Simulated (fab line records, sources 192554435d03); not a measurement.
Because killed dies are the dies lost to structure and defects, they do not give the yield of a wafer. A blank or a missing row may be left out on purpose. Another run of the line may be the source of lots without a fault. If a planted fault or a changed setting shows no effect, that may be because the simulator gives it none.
Matching of chambers -- flow n5Finfet -- N5_BEOL_M14_ETCH_59 on rieDiel-01 has 4 sister chambers
The step etches BARC in N2/H2, target depth 89 nm, overetch 26.7 nm, time 67.9 s. 22 wafers are shown with their chamber, then 11 later ones without.

== WAFERS WITH THEIR CHAMBER ==
wafer,chamber,drypumpMotorCurrentA (A),throttleValvePct (%),showerheadPlenumPTorr (Torr)
L075.2,1,6.2,17.91,2.56
L075.3,2,4.8,17.98,2.52
L075.4,0,5.6,17.39,2.61
L077.3,2,4.8,17.98,2.52
L077.4,2,4.8,17.99,2.52
L077.5,1,6.1,17.94,2.55
L078.3,0,5.6,17.39,2.61
L078.4,2,4.8,18.01,2.51
L078.5,2,4.8,17.99,2.51
L080.1,2,4.8,18.01,2.51
L080.3,1,6.1,17.92,2.55
L080.4,3,5.2,17.47,2.50
L081.2,1,6.2,17.93,2.55
L081.4,2,4.8,18.03,2.51
L081.6,0,5.6,17.41,2.60
L084.2,3,5.2,17.49,2.50
L084.4,2,4.8,18.03,2.51
L084.5,2,4.8,18.01,2.51
L090.2,0,5.6,17.47,2.60
L090.3,3,5.2,17.52,2.49
L090.4,0,5.6,17.44,2.60
L089.1,3,5.3,17.51,2.49

SIGNATURES (averages over the wafers above)
reading,chamber 0,chamber 1,chamber 2,chamber 3,scatter within a chamber
drypumpMotorCurrentA,5.600,6.150,4.800,5.225,0.0312
throttleValvePct,17.4200,17.9250,18.0033,17.4975,0.0233
showerheadPlenumPTorr,2.6040,2.5525,2.5133,2.4950,0.00524
Rule: for each reading, subtract the chamber's mean from the wafer's reading, divide by that reading's scatter and square the result; add these up over the readings and take the root, which gives the wafer's distance from the chamber. If the next closest chamber is less than 2 further off than the closest, the wafer can't be placed; otherwise it belongs to the closest. The scatter: the root of (the sum of the squares of (reading less its chamber's mean) over the shown wafers, divided by (wafers less chambers)).

== WAFERS WITHOUT THEIR CHAMBER ==
wafer,drypumpMotorCurrentA (A),throttleValvePct (%),showerheadPlenumPTorr (Torr)
L089.3,6.2,18.00,2.54
L089.5,6.2,17.98,2.54
L093.1,6.1,17.97,2.54
L093.3,5.6,17.45,2.59
L093.5,5.3,17.50,2.49
L094.1,5.2,17.52,2.49
L094.2,6.1,17.98,2.54
L094.5,5.6,17.45,2.59
L092.1,6.1,17.99,2.54
L092.3,5.3,17.51,2.49
L092.6,6.2,18.00,2.54

== WHICH CHAMBER EACH WENT THROUGH ==
wafer,from the rows above,in truth
L089.3,1,1
L089.5,1,1
L093.1,1,1
L093.3,0,0
L093.5,3,3
L094.1,3,3
L094.2,1,1
L094.5,0,0
L092.1,1,1
L092.3,3,3
L092.6,1,1
Placed correctly: 11 of 11. Number that these rows cannot place: 0. 0 placed wrongly.
